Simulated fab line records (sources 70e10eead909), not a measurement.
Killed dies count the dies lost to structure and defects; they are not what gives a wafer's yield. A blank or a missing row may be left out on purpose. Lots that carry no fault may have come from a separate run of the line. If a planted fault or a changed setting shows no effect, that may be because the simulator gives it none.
fab line records	flow nand_harc
[record] lots = 24	wafers = 72	last_day = 24
route steps=1159 shown A_STAIRCASE@585
lots that met no fault: from a run of the same line without faults
start_h: hours from the record's first day to the start of the lot's first wafer shown	wait_h: hours from the lot's prior step to this one	" identical to the entry in the row above	L1.1+2: a single row standing in for several wafers	- no value present, or no start provided	* or withheld: withheld	< > ~ a bound
route shown NAME@n: a module of which the file shows steps, and the number in the route of the first	usual: the fault-free wafers' mean and standard deviation	same: alike in all rows	chamber/n: place in a boat	sites: the reading at each site	_std_site: the values' standard deviation	_edge_site: the outer-site mean with the inner-site mean subtracted	radius_mm: for every site, how far away it sits from the centre of the wafer	mask NAME#n: copy n	behind: the most recent tool/chamber to have shaped the wafer	hold: why the lot went on hold/how many hours it stayed there/how the hold came to an end	device: the transistor (n, p or np) that didn't switch	end of line: tests of these same wafers at the route's end	a step without rows: its recipe alone	killed: not the wafer's yield, but the dies lost to structure and defects at the first sort	map: a wafer's dies, x killed, . not, _ none there
set.NAME: the setting the step ran with; set.NAME@STEP: the setting that earlier step ran with	model.NAME: the simulator's own value behind a step, which no gauge read
the route's steps for a sample of lots (tables are steps, rows are wafers)
services: a tool's chamber out of use, with start hour (start_h, from the record's first day; less than 0 if before it), hours out, and reason
[[steps]]
[step NHARC_A_STAIRCASE_TRIM_191]
[recipe] time_s = 211.2	o2_flow_sccm = 500	ar_flow_sccm = 0	bias_w = 0	chemistry = O2
[usual] drypump_motor_current_A = 5.69/0.27	oes_product_au = 1.003/0.0096	rf_vpp_V = 57.6/0.83	showerhead_plenum_p_Torr = 3.48/0.14	throttle_valve_pct = 17.036/0.0082
lot.wafer	tool	chamber	start_h	wait_h	drypump_motor_current_A	oes_product_au	rf_hours_counter_h	rf_vpp_V	showerhead_plenum_p_Torr	throttle_valve_pct
L074.1	rie_diel-02	2	-	-	5.82	1.004	30	58.8	3.33	17.031
L074.3	"	0	"	"	5.10	0.991	34	57.9	3.29	17.035
L074.6	"	3	"	"	5.67	1.001	-	56.8	3.57	17.029
L076.2	rie_diel-02	2	-	-	5.85	1.011	34	55.7	3.33	17.042
L076.4	"	3	"	"	5.68	1.010	37	57.6	3.57	17.039
L076.5	"	3	"	"	5.69	1.006	-	57.3	3.57	17.034
L078.4	rie_diel-05	0	-	-	5.61	1.004	30	57.9	3.39	17.030
L078.1	"	1	"	"	5.71	1.013	31	58.0	3.61	17.040
L078.6	"	0	"	"	5.61	1.000	-	56.8	3.39	17.038
L077.2	rie_diel-05	1	-	-	5.72	1.012	31	58.1	3.61	17.041
L077.4	"	2	"	"	5.47	1.007	36	58.8	3.58	17.050
L077.6	"	0	"	"	5.61	0.980	-	57.4	3.39	17.053
L075.3	rie_diel-02	3	-	-	5.70	1.025	42	57.7	3.56	17.047
L075.6	"	0	"	"	5.11	0.990	-	56.3	3.28	17.025
L075.5	"	1	"	"	6.03	1.002	-	57.9	3.49	17.027
L080.2	rie_diel-05	1	-	-	5.70	1.003	35	58.2	3.61	17.040
L080.1	"	0	"	"	5.62	0.986	34	59.4	3.39	17.028
L080.6	"	2	"	"	5.51	0.998	-	56.9	3.58	17.019
L079.4	rie_diel-02	0	-	-	5.10	1.008	44	57.8	3.28	17.027
L079.1	"	1	"	"	6.04	1.002	40	58.3	3.49	17.032
L079.6	"	1	"	"	6.03	1.008	-	58.6	3.49	17.037
L081.2	rie_diel-11	2	-	-	5.97	1.006	31	59.1	3.37	17.040
L081.3	"	3	"	"	5.39	0.996	26	58.3	3.67	17.015
L081.4	"	2	"	"	5.96	1.005	-	58.1	3.37	17.021
L082.3	rie_diel-11	0	-	-	6.13	1.002	26	57.6	3.37	17.021
L082.6	"	0	"	"	6.10	1.002	-	57.7	3.37	17.026
L082.4	"	3	"	"	5.39	0.989	-	58.1	3.66	17.035
L083.1	rie_diel-02	1	-	-	6.04	1.010	51	57.1	3.49	17.035
L083.5	"	1	"	"	6.05	1.012	-	57.6	3.49	17.019
L083.6	"	2	"	"	5.82	1.008	-	57.8	3.32	17.038
L085.2	rie_diel-11	1	-	-	5.62	0.994	33	56.6	3.33	17.039
L085.4	"	3	"	"	5.39	1.001	31	57.8	3.66	17.028
L085.6	"	1	"	"	5.62	1.006	-	56.1	3.33	17.044
L084.1	rie_diel-05	0	-	-	5.62	1.003	42	59.1	3.39	17.035
L084.6	"	2	"	"	5.48	0.994	-	58.0	3.58	17.032
L084.5	"	3	"	"	5.56	0.997	-	57.1	3.65	17.034
L087.3	rie_diel-02	0	-	-	5.10	1.008	59	56.8	3.27	17.022
L087.4	"	1	"	"	6.02	1.005	59	57.8	3.48	17.032
L087.5	"	2	"	"	5.86	1.021	-	57.9	3.32	17.046
L086.3	rie_diel-05	2	-	-	5.50	0.996	62	57.1	3.57	17.029
L086.1	"	3	"	"	5.55	1.006	60	58.1	3.65	17.031
L086.2	"	0	"	"	5.62	0.996	53	57.4	3.38	17.032
L089.3	rie_diel-05	2	-	-	5.52	0.987	63	56.7	3.57	17.030
L089.4	"	3	"	"	5.55	0.992	61	57.6	3.65	17.047
L089.6	"	1	"	"	5.70	0.995	-	58.3	3.60	17.033
L088.1	rie_diel-05	2	-	-	5.51	0.991	63	58.7	3.57	17.038
L088.4	"	3	"	"	5.53	0.994	61	58.5	3.65	17.060
L088.6	"	1	"	"	5.71	1.006	-	57.9	3.60	17.033
L090.2	rie_diel-11	0	-	-	6.13	1.009	47	57.6	3.36	17.046
L090.5	"	1	"	"	5.63	0.996	-	56.9	3.32	17.042
L090.4	"	2	"	"	5.96	1.000	-	57.0	3.36	17.028
L092.1	rie_diel-02	1	-	-	5.97	0.996	1	58.0	3.48	17.060
L092.4	"	0	"	"	5.10	1.025	1	59.1	3.81	17.023
L092.5	"	2	"	"	5.87	1.002	-	57.5	3.32	17.040
L091.3	rie_diel-11	1	-	-	5.62	0.988	50	56.9	3.32	17.033
L091.4	"	1	"	"	5.61	0.984	-	57.7	3.32	17.043
L091.5	"	0	"	"	6.12	1.009	-	57.8	3.36	17.043
L093.1	rie_diel-02	1	-	-	6.02	0.990	6	58.1	3.47	17.042
L093.2	"	2	"	"	5.84	1.003	6	57.4	3.31	17.044
L093.5	"	2	"	"	5.83	1.002	-	57.9	3.31	17.024
L094.2	rie_diel-02	0	-	-	5.09	1.011	6	58.2	3.80	17.043
L094.1	"	1	"	"	6.00	0.992	6	57.9	3.47	17.027
L094.3	"	2	"	"	5.86	0.997	7	56.9	3.31	17.043
L095.2	rie_diel-05	0	-	-	5.61	1.003	3	57.0	3.37	17.043
L095.5	"	3	"	"	5.54	1.003	-	56.8	3.64	17.054
L095.6	"	0	"	"	5.62	0.998	-	56.9	3.38	17.037
L096.1	rie_diel-05	0	-	-	5.60	0.999	9	58.1	3.37	17.031
L096.3	"	1	"	"	5.70	0.995	7	57.5	3.59	17.033
L096.5	"	1	"	"	5.70	0.996	-	57.8	3.59	17.032
L097.1	rie_diel-11	3	-	-	5.39	1.005	2	58.4	3.65	17.044
L097.6	"	0	"	"	6.13	1.019	-	58.1	3.35	17.036
L097.5	"	1	"	"	5.66	1.016	-	56.1	3.31	17.041
[step NHARC_A_STAIRCASE_ETCH_236]
[recipe] target_depth_a = 1000	time_s = 40.5	ion_energy_ev = 400	c4f8_flow_sccm = 20	o2_flow_sccm = 10	ar_flow_sccm = withheld	rf_w = 600	bias_w = 1000	chemistry = C4F8/O2
[usual] oes_product_au = 0.942/0.012	rf_vpp_V = 894/5.2
lot.wafer	tool	chamber	start_h	wait_h	oes_product_au	rf_hours_counter_h	rf_vpp_V
L074.3	rie_diel-02	0	-	-	0.928	35	887
L074.1	"	2	"	"	0.950	32	889
L074.6	"	0	"	"	0.940	-	888
L076.2	rie_diel-05	2	-	-	0.921	35	898
L076.4	"	1	"	"	0.941	31	898
L076.5	"	2	"	"	0.923	-	897
L078.1	rie_diel-02	0	-	-	0.956	44	886
L078.4	"	1	"	"	0.942	40	894
L078.6	"	0	"	"	0.945	-	885
L077.2	rie_diel-11	3	-	-	0.939	21	901
L077.4	"	0	"	"	0.957	19	890
L077.6	"	2	"	"	0.924	-	892
L075.3	rie_diel-11	0	-	-	0.940	21	890
L075.6	"	1	"	"	0.930	-	889
L075.5	"	2	"	"	0.933	-	891
L080.1	rie_diel-05	3	-	-	0.916	40	900
L080.2	"	0	"	"	0.918	35	891
L080.6	"	3	"	"	0.921	-	899
L079.1	rie_diel-11	0	-	-	0.947	22	891
L079.4	"	3	"	"	0.926	23	901
L079.6	"	1	"	"	0.940	-	889
L081.4	rie_diel-02	2	-	-	0.942	48	888
L081.2	"	3	"	"	0.944	51	896
L081.3	"	0	"	"	0.944	54	887
L082.3	rie_diel-02	2	-	-	0.949	48	889
L082.4	"	3	"	"	0.956	52	897
L082.6	"	3	"	"	0.960	-	897
L083.1	rie_diel-02	3	-	-	0.954	54	896
L083.6	"	0	"	"	0.952	-	886
L083.5	"	1	"	"	0.961	-	895
L085.2	rie_diel-05	0	-	-	0.931	44	891
L085.4	"	2	"	"	0.943	-	897
L085.6	"	3	"	"	0.942	-	900
L084.1	rie_diel-05	0	-	-	0.926	46	892
L084.6	"	2	"	"	0.941	-	898
L084.5	"	0	"	"	0.933	-	891
L087.3	rie_diel-05	2	-	-	0.946	55	898
L087.4	"	3	"	"	0.944	-	901
L087.5	"	2	"	"	0.934	-	897
L086.3	rie_diel-05	0	-	-	0.935	55	891
L086.2	"	2	"	"	0.964	64	896
L086.1	"	3	"	"	0.941	62	901
L089.4	rie_diel-05	1	-	-	0.939	53	899
L089.3	"	3	"	"	0.936	63	901
L089.6	"	0	"	"	0.919	-	891
L088.1	rie_diel-11	2	-	-	0.937	50	889
L088.6	"	1	"	"	0.936	-	888
L088.4	"	2	"	"	0.925	-	889
L090.4	rie_diel-11	0	-	-	0.960	52	889
L090.2	"	1	"	"	0.932	54	889
L090.5	"	3	"	"	0.928	-	901
L091.4	rie_diel-11	0	-	-	0.963	52	890
L091.3	"	2	"	"	0.930	56	889
L091.5	"	3	"	"	0.928	-	900
L092.1	rie_diel-11	2	-	-	0.948	56	889
L092.4	"	1	"	"	0.941	54	886
L092.5	"	3	"	"	0.936	-	900
L093.2	rie_diel-02	0	-	-	0.980	8	905
L093.1	"	2	"	"	0.953	9	888
L093.5	"	1	"	"	0.967	-	892
L094.1	rie_diel-11	0	-	-	0.948	57	887
L094.2	"	1	"	"	0.942	59	890
L094.3	"	2	"	"	0.938	60	889
L095.2	rie_diel-05	1	-	-	0.940	4	899
L095.6	"	2	"	"	0.952	-	898
L095.5	"	3	"	"	0.937	-	899
L096.1	rie_diel-11	0	-	-	0.942	1	890
L096.3	"	2	"	"	0.931	1	891
L096.5	"	0	"	"	0.948	-	889
L097.1	rie_diel-11	3	-	-	0.946	5	900
L097.5	"	2	"	"	0.940	-	888
L097.6	"	3	"	"	0.944	-	900
[step NHARC_A_STAIRCASE_STRIP_254]
[recipe] power_w = 1500	temp_c = 250	chemistry = O2
[usual] drypump_motor_current_A = 5.8/0.3	heater_power_w = 336/39	temp_c = 250.02/0.18
lot.wafer	tool	chamber	start_h	wait_h	drypump_motor_current_A	heater_power_w	rf_hours_counter_h	temp_c
L074.1	plasma_asher-02	1	253.08	-	6.2	308	22	250.05
L074.3	"	1	"	"	6.3	310	-	250.11
L074.6	"	0	"	"	5.6	386	-	250.04
L076.2	plasma_asher-01	1	260.95	-	5.4	310	64	250.29
L076.4	"	1	"	"	5.4	311	-	249.94
L076.5	"	0	"	"	5.7	325	-	250.03
L078.1	plasma_asher-02	0	269.88	-	5.6	395	29	250.04
L078.4	"	1	"	"	6.2	314	-	249.67
L078.6	"	0	"	"	5.7	398	-	250.04
L077.2	plasma_asher-02	1	270.53	-	6.2	316	30	249.86
L077.4	"	0	"	"	5.6	398	-	249.90
L077.6	"	0	"	"	5.6	396	-	250.02
L075.3	plasma_asher-01	0	273.67	-	5.7	322	-	250.06
L075.6	"	1	"	"	5.4	320	-	250.03
L075.5	"	0	"	"	5.7	326	-	250.15
L080.2	plasma_asher-01	1	274.74	-	5.4	316	69	249.85
L080.1	"	0	"	"	5.7	316	69	250.19
L080.6	"	0	"	"	5.7	322	-	249.88
L079.1	plasma_asher-02	0	275.42	-	5.6	404	32	249.84
L079.4	"	1	"	"	6.2	311	-	250.09
L079.6	"	1	"	"	6.2	313	-	250.20
L081.2	plasma_asher-01	0	298.00	-	5.7	306	9	249.91
L081.4	"	0	"	"	5.7	308	-	250.07
L081.3	"	1	"	"	5.4	317	-	249.97
L082.4	plasma_asher-01	1	298.66	-	5.4	326	-	250.23
L082.3	"	0	"	"	5.7	318	-	250.29
L082.6	"	1	"	"	5.4	320	-	249.79
L083.1	plasma_asher-01	0	303.75	-	5.7	315	12	249.89
L083.6	"	0	"	"	5.7	306	-	250.21
L083.5	"	1	"	"	5.4	313	-	249.98
L085.2	plasma_asher-02	1	310.96	-	6.2	298	38	249.93
L085.4	"	0	"	"	5.6	400	-	249.94
L085.6	"	0	"	"	5.6	395	-	250.14
L084.1	plasma_asher-01	1	313.39	-	5.4	324	15	249.79
L084.5	"	1	"	"	5.4	322	-	249.77
L084.6	"	0	"	"	5.7	310	-	249.57
L087.4	plasma_asher-02	0	318.71	-	5.6	398	-	250.08
L087.3	"	1	"	"	6.2	310	-	250.04
L087.5	"	0	"	"	5.6	398	-	250.09
L086.1	plasma_asher-01	0	333.76	-	5.7	308	22	250.44
L086.2	"	1	"	"	5.4	307	22	250.17
L086.3	"	1	"	"	5.5	323	-	250.14
L089.3	plasma_asher-02	0	338.32	-	5.7	394	-	250.15
L089.4	"	1	"	"	6.2	310	-	249.87
L089.6	"	0	"	"	5.7	401	-	249.87
L088.1	plasma_asher-02	1	338.66	-	6.2	318	47	250.32
L088.4	"	1	"	"	6.2	310	-	250.02
L088.6	"	1	"	"	6.2	308	-	250.08
L090.2	plasma_asher-02	0	350.01	-	5.6	393	51	250.33
L090.4	"	1	"	"	6.2	307	-	249.86
L090.5	"	0	"	"	5.7	395	-	250.25
L092.1	plasma_asher-01	1	350.52	-	5.4	320	28	249.88
L092.4	"	0	"	"	5.7	307	-	249.81
L092.5	"	0	"	"	5.8	306	-	249.80
L091.4	plasma_asher-02	1	350.67	-	6.2	309	-	250.00
L091.3	"	0	"	"	5.6	387	-	250.44
L091.5	"	1	"	"	6.2	301	-	250.26
L093.2	plasma_asher-02	1	358.21	-	6.2	315	54	250.30
L093.1	"	0	"	"	5.6	404	54	250.14
L093.5	"	0	"	"	5.6	402	-	250.35
L094.2	plasma_asher-02	0	359.21	-	5.6	386	54	249.75
L094.1	"	1	"	"	6.2	313	54	249.91
L094.3	"	0	"	"	5.6	385	-	250.02
L095.2	plasma_asher-01	1	365.93	-	5.4	327	36	250.15
L095.6	"	1	"	"	5.4	325	-	250.11
L095.5	"	0	"	"	5.7	304	-	249.96
L096.1	plasma_asher-01	0	380.59	-	5.8	314	40	250.13
L096.3	"	0	"	"	5.7	305	-	250.41
L096.5	"	1	"	"	5.4	322	-	249.71
L097.1	plasma_asher-02	1	395.18	-	6.2	323	7	250.06
L097.6	"	1	"	"	6.2	314	-	250.27
L097.5	"	0	"	"	5.6	421	-	250.08
[step NHARC_A_STAIRCASE_DEP_325]
[recipe] target_thk_a = 38000	temp_c = 400	target_thk_nm = 3800	teos_flow_sccm = 200	rf_w = 500	material = SiO2
[usual] heater_power_w = 683/71
lot.wafer	tool	chamber	start_h	wait_h	heater_power_w
L074.1	pecvd-04	2	295.57	0.2	715
L074.3	"	0	"	"	731
L074.6	"	2	"	"	685
L076.2	pecvd-01	2	306.83	0.5	761
L076.5	"	0	"	"	621
L076.4	"	1	"	"	630
L079.1	pecvd-02	1	313.40	0.2	646
L079.4	"	0	"	"	587
L079.6	"	2	"	"	625
L077.2	pecvd-01	0	313.42	0.2	683
L077.6	"	2	"	"	651
L077.4	"	1	"	"	630
L075.3	pecvd-04	1	313.47	0.2	723
L075.6	"	0	"	"	634
L075.5	"	1	"	"	701
L080.2	pecvd-02	1	313.88	0.6	777
L080.1	"	2	"	"	728
L080.6	"	0	"	"	580
L078.1	pecvd-01	1	313.99	0.7	682
L078.6	"	0	"	"	605
L078.4	"	1	"	"	611
L081.3	pecvd-04	2	340.83	0.4	858
L081.2	"	0	"	"	692
L081.4	"	2	"	"	688
L082.3	pecvd-01	0	341.01	0.6	676
L082.4	"	2	"	"	673
L082.6	"	0	"	"	626
L085.2	pecvd-02	2	356.04	0.2	815
L085.4	"	1	"	"	626
L085.6	"	0	"	"	559
L083.1	pecvd-01	2	356.09	0.3	704
L083.6	"	1	"	"	639
L083.5	"	2	"	"	663
L084.1	pecvd-04	2	356.17	0.3	856
L084.5	"	2	"	"	714
L084.6	"	0	"	"	624
L087.3	pecvd-01	1	368.37	0.1	669
L087.4	"	2	"	"	664
L087.5	"	0	"	"	639
L086.1	pecvd-01	1	383.69	0.4	648
L086.3	"	2	"	"	748
L086.2	"	0	"	"	765
L089.4	pecvd-02	2	384.38	1.1	652
L089.3	"	0	"	"	558
L089.6	"	0	"	"	561
L088.1	pecvd-01	2	384.45	1.2	804
L088.6	"	1	"	"	624
L088.4	"	2	"	"	662
L092.1	pecvd-01	2	393.60	0.1	803
L092.5	"	0	"	"	621
L092.4	"	1	"	"	605
L090.2	pecvd-02	0	393.69	0.2	631
L090.5	"	0	"	"	556
L090.4	"	1	"	"	624
L091.3	pecvd-04	0	398.67	0.2	815
L091.4	"	2	"	"	721
L091.5	"	0	"	"	655
L094.3	pecvd-04	1	404.20	0.1	673
L094.2	"	2	"	"	860
L094.1	"	0	"	"	745
L095.2	pecvd-02	1	404.40	0.3	651
L095.6	"	2	"	"	648
L095.5	"	0	"	"	557
L093.2	pecvd-01	2	404.49	0.4	726
L093.1	"	0	"	"	768
L093.5	"	1	"	"	624
L096.1	pecvd-04	1	422.65	0.2	816
L096.3	"	0	"	"	779
L096.5	"	1	"	"	653
L097.1	pecvd-01	0	437.61	0.1	648
L097.5	"	0	"	"	581
L097.6	"	1	"	"	610
[step NHARC_A_STAIRCASE_STRIP_475]
[recipe] time_s = 20	o2_flow_sccm = 500	ar_flow_sccm = 0	bias_w = 0	chemistry = O2
[usual] drypump_motor_current_A = 5.69/0.29	oes_product_au = 1.004/0.0093	rf_vpp_V = 57.8/0.92	showerhead_plenum_p_Torr = 3.47/0.15	throttle_valve_pct = 17.036/0.0098
lot.wafer	tool	chamber	start_h	wait_h	drypump_motor_current_A	oes_product_au	rf_hours_counter_h	rf_vpp_V	showerhead_plenum_p_Torr	throttle_valve_pct
L074.3	rie_diel-05	3	309.12	0.2	5.55	1.000	50	57.1	3.65	17.029
L074.1	"	0	"	"	5.61	0.997	45	55.3	3.38	17.043
L074.6	"	0	"	"	5.64	0.985	-	57.2	3.38	17.030
L076.2	rie_diel-11	1	324.47	2.2	5.64	1.005	42	57.3	3.32	17.050
L076.4	"	2	"	"	5.95	1.001	-	58.5	3.36	17.011
L076.5	"	0	"	"	6.15	1.018	-	58.8	3.37	17.039
L077.2	rie_diel-02	3	-	-	5.66	1.016	63	59.6	3.55	17.035
L077.4	"	1	"	"	6.02	1.017	64	59.2	3.48	17.031
L077.6	"	0	"	"	5.12	1.026	-	57.9	3.27	17.026
L075.3	rie_diel-02	3	-	-	5.70	1.009	63	57.9	3.55	17.048
L075.6	"	0	"	"	5.11	1.015	-	57.4	3.27	17.029
L075.5	"	1	"	"	6.00	1.007	-	58.2	3.48	17.028
L079.1	rie_diel-11	1	327.19	0.2	5.63	1.012	43	58.8	3.32	17.041
L079.6	"	0	"	"	6.14	1.008	-	57.3	3.37	17.018
L079.4	"	1	"	"	5.61	1.002	-	58.2	3.32	17.052
L078.4	rie_diel-05	0	-	-	5.62	0.991	54	58.1	3.38	17.033
L078.1	"	2	"	"	5.49	0.991	62	58.4	3.57	17.038
L078.6	"	3	"	"	5.56	0.992	-	57.3	3.65	17.048
L080.2	rie_diel-11	2	328.52	0.1	5.96	0.998	45	58.1	3.36	17.043
L080.1	"	0	"	"	6.14	1.008	41	57.3	3.37	17.043
L080.6	"	2	"	"	5.96	0.993	-	57.6	3.36	17.025
L081.4	rie_diel-02	2	-	-	5.86	0.998	8	57.5	3.31	17.047
L081.3	"	3	"	"	5.67	1.011	8	58.7	3.55	17.037
L081.2	"	0	"	"	5.11	1.021	8	58.0	3.80	17.032
L082.4	rie_diel-11	0	-	-	6.10	1.008	56	58.1	3.36	17.027
L082.3	"	2	"	"	5.96	1.000	59	56.5	3.35	17.031
L082.6	"	3	"	"	5.37	0.990	-	58.3	3.66	17.030
L083.1	rie_diel-02	3	-	-	5.67	1.008	12	59.2	3.54	17.024
L083.5	"	3	"	"	5.67	1.006	-	56.9	3.54	17.044
L083.6	"	0	"	"	5.10	1.008	-	58.0	3.80	17.038
L085.2	rie_diel-02	1	-	-	6.01	1.002	12	56.0	3.47	17.044
L085.4	"	0	"	"	5.10	1.019	12	59.3	3.80	17.034
L085.6	"	1	"	"	6.01	0.994	-	56.4	3.47	17.044
L084.1	rie_diel-02	1	-	-	6.03	1.001	12	56.9	3.47	17.034
L084.5	"	0	"	"	5.10	1.025	-	58.4	3.80	17.040
L084.6	"	1	"	"	6.01	1.012	-	58.4	3.47	17.040
L087.4	rie_diel-11	2	-	-	5.97	1.002	1	58.8	3.35	17.036
L087.3	"	3	"	"	5.39	0.988	1	56.7	3.65	17.030
L087.5	"	1	"	"	5.63	1.001	-	55.5	3.31	17.049
L086.2	rie_diel-05	0	-	-	5.61	1.005	18	57.1	3.37	17.034
L086.3	"	2	"	"	5.50	1.006	17	56.9	3.56	17.042
L086.1	"	3	"	"	5.58	1.006	14	58.3	3.64	17.036
L088.1	rie_diel-02	1	-	-	6.04	1.000	22	57.9	3.47	17.030
L088.4	"	2	"	"	5.87	1.009	18	57.3	3.31	17.029
L088.6	"	1	"	"	6.02	0.989	-	57.5	3.47	17.044
L089.3	rie_diel-05	0	-	-	5.63	1.008	20	57.2	3.37	17.020
L089.4	"	2	"	"	5.50	1.011	19	58.0	3.56	17.054
L089.6	"	1	"	"	5.69	0.995	-	59.0	3.59	17.036
L090.2	rie_diel-02	3	-	-	5.70	0.999	27	57.3	3.54	17.021
L090.4	"	0	"	"	5.10	1.011	27	59.1	3.79	17.034
L090.5	"	2	"	"	5.88	1.003	-	57.9	3.31	17.033
L092.1	rie_diel-11	2	-	-	5.95	0.999	13	57.1	3.35	17.023
L092.4	"	1	"	"	5.61	0.997	12	57.2	3.30	17.049
L092.5	"	3	"	"	5.38	0.998	-	57.9	3.65	17.028
L091.3	rie_diel-05	0	-	-	5.63	1.007	25	58.4	3.36	17.035
L091.4	"	1	"	"	5.69	0.998	24	59.1	3.58	17.031
L091.5	"	2	"	"	5.49	0.991	-	57.8	3.55	17.041
L095.2	rie_diel-05	0	-	-	5.60	0.993	28	57.3	3.36	17.024
L095.6	"	0	"	"	5.60	1.005	-	58.0	3.36	17.038
L095.5	"	1	"	"	5.70	0.989	-	58.7	3.58	17.037
L093.2	rie_diel-11	1	-	-	5.62	1.001	16	56.7	3.30	17.027
L093.1	"	2	"	"	5.96	1.008	16	57.4	3.34	17.041
L093.5	"	2	"	"	5.96	1.004	-	56.4	3.34	17.028
L094.1	rie_diel-11	0	-	-	6.11	1.009	15	57.3	3.35	17.057
L094.3	"	1	"	"	5.61	0.999	16	58.0	3.30	17.031
L094.2	"	2	"	"	5.97	1.006	17	58.1	3.34	17.033
L096.1	rie_diel-02	2	435.98	0.2	5.84	1.003	32	56.4	3.30	17.038
L096.3	"	3	"	"	5.69	0.990	38	57.7	3.53	17.038
L096.5	"	0	"	"	5.09	1.005	-	58.8	3.79	17.043
L097.1	rie_diel-02	2	451.18	0.2	5.86	1.011	38	56.9	3.30	17.030
L097.6	"	3	"	"	5.67	0.998	-	56.2	3.53	17.032
L097.5	"	2	"	"	5.85	1.019	-	56.3	3.30	17.043
[step NHARC_A_STAIRCASE_DEP_471]
[recipe] target_thk_a = 1000	temp_c = 400	pressure_torr = 6.5	rf_w = 900	teos_flow_sccm = 161.4	flow_sccm = 2650	target_thk_nm = 100	gas = O2	material = SiO2
[usual] heater_power_w = 596/63	throttle_valve_pct = 15.8/0.55
lot.wafer	tool	chamber	start_h	wait_h	heater_power_w	throttle_valve_pct
L074.3	pecvd-02	2	309.21	-	647	16.3
L074.1	"	0	"	"	475	16.0
L074.6	"	2	"	"	636	16.3
L076.2	pecvd-01	1	324.62	-	561	15.0
L076.5	"	2	"	"	685	16.5
L076.4	"	1	"	"	575	14.9
L077.2	pecvd-01	0	325.51	-	639	15.3
L077.6	"	1	"	"	586	15.1
L077.4	"	2	"	"	664	16.7
L075.3	pecvd-01	2	325.86	-	672	16.4
L075.5	"	0	"	"	630	15.1
L075.6	"	1	"	"	585	15.2
L079.1	pecvd-02	0	327.33	-	585	15.9
L079.6	"	2	"	"	626	16.1
L079.4	"	0	"	"	579	15.7
L078.1	pecvd-01	1	327.48	-	581	14.9
L078.4	"	1	"	"	574	15.2
L078.6	"	2	"	"	689	16.5
L080.2	pecvd-04	2	328.65	-	663	16.2
L080.1	"	0	"	"	640	16.6
L080.6	"	1	"	"	624	15.3
L081.2	pecvd-02	2	355.12	-	683	16.0
L081.3	"	1	"	"	498	16.1
L081.4	"	1	"	"	487	16.4
L082.3	pecvd-01	0	355.55	-	578	15.1
L082.4	"	2	"	"	666	16.2
L082.6	"	0	"	"	607	15.4
L083.1	pecvd-04	0	368.23	-	632	16.7
L083.5	"	0	"	"	639	16.5
L083.6	"	1	"	"	729	15.2
L085.2	pecvd-04	2	368.52	-	626	15.9
L085.6	"	2	"	"	643	15.8
L085.4	"	1	"	"	734	15.1
L084.1	pecvd-02	2	370.07	-	557	15.9
L084.5	"	1	"	"	593	16.2
L084.6	"	2	"	"	565	15.9
L087.3	pecvd-01	2	381.31	-	673	16.5
L087.4	"	1	"	"	595	15.0
L087.5	"	2	"	"	537	16.5
L086.3	pecvd-01	0	398.35	-	578	15.5
L086.2	"	1	"	"	472	15.2
L086.1	"	2	"	"	565	16.7
L088.1	pecvd-02	0	399.11	-	501	15.7
L088.6	"	1	"	"	615	16.4
L088.4	"	2	"	"	544	15.5
L089.3	pecvd-02	2	401.16	-	636	15.8
L089.6	"	1	"	"	541	16.4
L089.4	"	2	"	"	633	15.9
L090.2	pecvd-02	2	405.81	-	540	16.0
L090.4	"	1	"	"	503	16.2
L090.5	"	0	"	"	408	15.8
L092.1	pecvd-01	0	405.94	-	587	15.7
L092.4	"	0	"	"	608	15.5
L092.5	"	1	"	"	536	15.4
L091.3	pecvd-01	2	411.57	-	628	16.8
L091.5	"	1	"	"	581	15.2
L091.4	"	0	"	"	604	15.7
L095.2	pecvd-01	1	416.89	-	607	15.2
L095.5	"	2	"	"	651	17.0
L095.6	"	1	"	"	606	14.9
L093.2	pecvd-04	0	416.97	-	677	15.9
L093.1	"	1	"	"	532	14.7
L093.5	"	0	"	"	681	15.9
L094.1	pecvd-02	0	418.16	-	478	15.8
L094.3	"	1	"	"	599	16.3
L094.2	"	2	"	"	553	15.7
L096.1	pecvd-04	0	436.12	-	647	16.0
L096.3	"	2	"	"	689	15.9
L096.5	"	0	"	"	649	15.9
L097.1	pecvd-02	0	451.27	-	530	15.9
L097.5	"	0	"	"	528	16.2
L097.6	"	2	"	"	553	15.9
[[services]]
tool	chamber	start_h	hours	kind
rie_diel-05	1	223.34	2.1	repair
rie_diel-11	3	230.67	8.3	repair
rie_diel-11	0	231.29	6.4	repair
pecvd-01	-	237.02	13.0	pm
rie_diel-02	2	274.32	1.4	repair
rie_diel-11	3	278.25	3.4	repair
plasma_asher-02	-	288.12	13.1	repair
rie_diel-05	0	294.72	5.7	repair
rie_diel-02	0	303.23	3.9	repair
rie_diel-05	1	305.50	14.4	repair
rie_diel-11	3	319.62	27.1	repair
rie_diel-11	2	319.79	1.4	repair
rie_diel-02	-	327.82	9.0	pm
pecvd-02	-	334.56	13.0	pm
rie_diel-05	-	340.70	9.0	pm
rie_diel-05	-	352.65	0.9	repair
rie_diel-11	-	367.18	9.0	pm
pecvd-02	-	380.20	1.2	repair
rie_diel-05	3	381.74	12.5	repair
rie_diel-02	2	393.04	4.7	repair
pecvd-01	-	418.13	13.0	pm
rie_diel-05	1	423.83	4.1	repair
rie_diel-11	1	427.98	3.9	repair
rie_diel-02	1	432.13	43.9	repair
[[key]]
fault none
